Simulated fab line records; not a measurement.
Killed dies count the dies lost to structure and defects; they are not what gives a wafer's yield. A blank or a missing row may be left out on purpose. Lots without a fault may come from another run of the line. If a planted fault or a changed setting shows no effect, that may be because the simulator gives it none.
A lot that was struck, set against a sound lot | flow nand-harc | 15 steps out of a route of 1159
Sound: these wafers, L453.2, L453.5, L453.6. Wafers struck: L467.1, L467.2, L467.4. At the end, the cause is stated.
Order at every step that has rows: each side's tool, ch and its chambers, its first start. Under that, the readings that differ: sound wafers | struck wafers | difference of the means | sigmas: that difference in standard deviations of wafers without a fault.
alike: readings with means less than 2 such deviations apart, plus words and numbers identical on both sides. not compared: withheld readings, readings lacking a value on some wafer, bounds such as >300 that could conceal the same value, and numbers that have no deviation in the record and whose values overlap.
A row with sigmas, a row that says differs or no value, or rows on one side alone: a step with any of these is where the two part. Non-overlapping numbers with no deviation appear without sigmas and do not part them. A reading that every wafer of one side lacks parts them only if that side has two wafers or more.

first, 4 steps without rows for these wafers: NHARC_P_BONDPAD_EBR_05; NHARC_P_BONDPAD_EXPOSE_06 (exposes mask P BPAD); NHARC_P_BONDPAD_PEB_07 (peb time 80 s); NHARC_P_BONDPAD_DEVELOP_08 (time 50 s).
NHARC_P_BONDPAD_CD_MEAS_09: the cd target is 500 nm.
  sound on cd-sem-02 ch 0, day 8 16:56; struck on cd-sem-01 ch 0, day 12 05:43
  alike: cd-nm
NHARC_P_BONDPAD_OVL_MEAS_38:
  struck on overlay-02, day 12 05:49; sound on overlay-01, day 8 17:01
  alike: overlay-x-nm, overlay-y-nm
then, 1 step without rows for these wafers: NHARC_P_BONDPAD_HARDBAKE_10 (time 65 s).
NHARC_P_BONDPAD_DESCUM_11: chemistry O2, time 3 s.
  sound on rie-diel-04 ch 0,1,2, day 8 17:10; struck on rie-diel-04 ch 0,1,2, day 12 05:56
  reading               | sound             | struck            | difference | sigmas
  oes-product-au (a.u.) | 0.996 1.009 0.996 | 0.986 0.990 0.972 | -0.018     | -2
  alike: drypump-motor-current-A, rf-vpp-V, showerhead-plenum-p-Torr, throttle-valve-pct
  not compared: rf-hours-counter-h
NHARC_P_BONDPAD_ETCH_37: etches the open film in N2/H2, target depth 60 nm, overetch 18 nm, time 65.91 s.
  sound on rie-diel-04 ch 0,3, day 8 17:14; struck on rie-diel-04 ch 0,1,3, day 12 06:01
  alike: drypump-motor-current-A, oes-product-au, rf-vpp-V, run-length-s, showerhead-plenum-p-Torr, throttle-valve-pct
  not compared: rf-hours-counter-h
NHARC_P_BONDPAD_ETCH_12: etches the open film in CHF3/O2, target depth 200 nm, time 100 s.
  sound on rie-diel-04 ch 1,2; struck on rie-diel-04 ch 0,1,3
  alike: drypump-motor-current-A, oes-product-au, rf-vpp-V, run-length-s, showerhead-plenum-p-Torr, throttle-valve-pct
  not compared: rf-hours-counter-h
NHARC_P_BONDPAD_CD_MEAS_13:
  struck on cd-sem-03, day 12 06:15; sound on cd-sem-03, day 8 17:28
  alike: cd-nm
NHARC_P_BONDPAD_STRIP_15: strips in O2.
  sound on rie-diel-04 ch 0,1, day 8 17:33; struck on rie-diel-04 ch 1,2,3, day 12 06:19
  alike: drypump-motor-current-A, oes-product-au, rf-vpp-V, showerhead-plenum-p-Torr, throttle-valve-pct
  not compared: rf-hours-counter-h
NHARC_P_BONDPAD_ETCH_24: etches the open film in CF4/N2, target depth 30 nm, time 72.99 s.
  sound on rie-diel-04 ch 0,2,3, day 8 17:45; struck on rie-diel-04 ch 0,2,3, day 12 06:29
  reading          | sound          | struck            | difference | sigmas
  run-length-s (s) | 94.3 95.2 94.8 | 101.5 101.8 101.1 | +6.7       | +15
  alike: drypump-motor-current-A, oes-product-au, rf-vpp-V, showerhead-plenum-p-Torr, throttle-valve-pct
  not compared: rf-hours-counter-h
then, 1 step without rows for these wafers: NHARC_P_BONDPAD_STRIP_16 (strips in post etch residue remover, time 600 s).
-- record jumps: 13 days between struck wafers' starts before vs after; left off in module P_BONDPAD, resumes in module END, first step shown is number 1159 of the route --
NHARC_END_SORT_01:
  at this point the record logs the struck wafers (prober-02 ch 0, day 25 13:29) and has no rows for the sound ones

## WHERE THEY PART
Earliest at NHARC_P_BONDPAD_DESCUM_11; latest, in this record, at NHARC_END_SORT_01.

WHY: the cause the simulator had injected
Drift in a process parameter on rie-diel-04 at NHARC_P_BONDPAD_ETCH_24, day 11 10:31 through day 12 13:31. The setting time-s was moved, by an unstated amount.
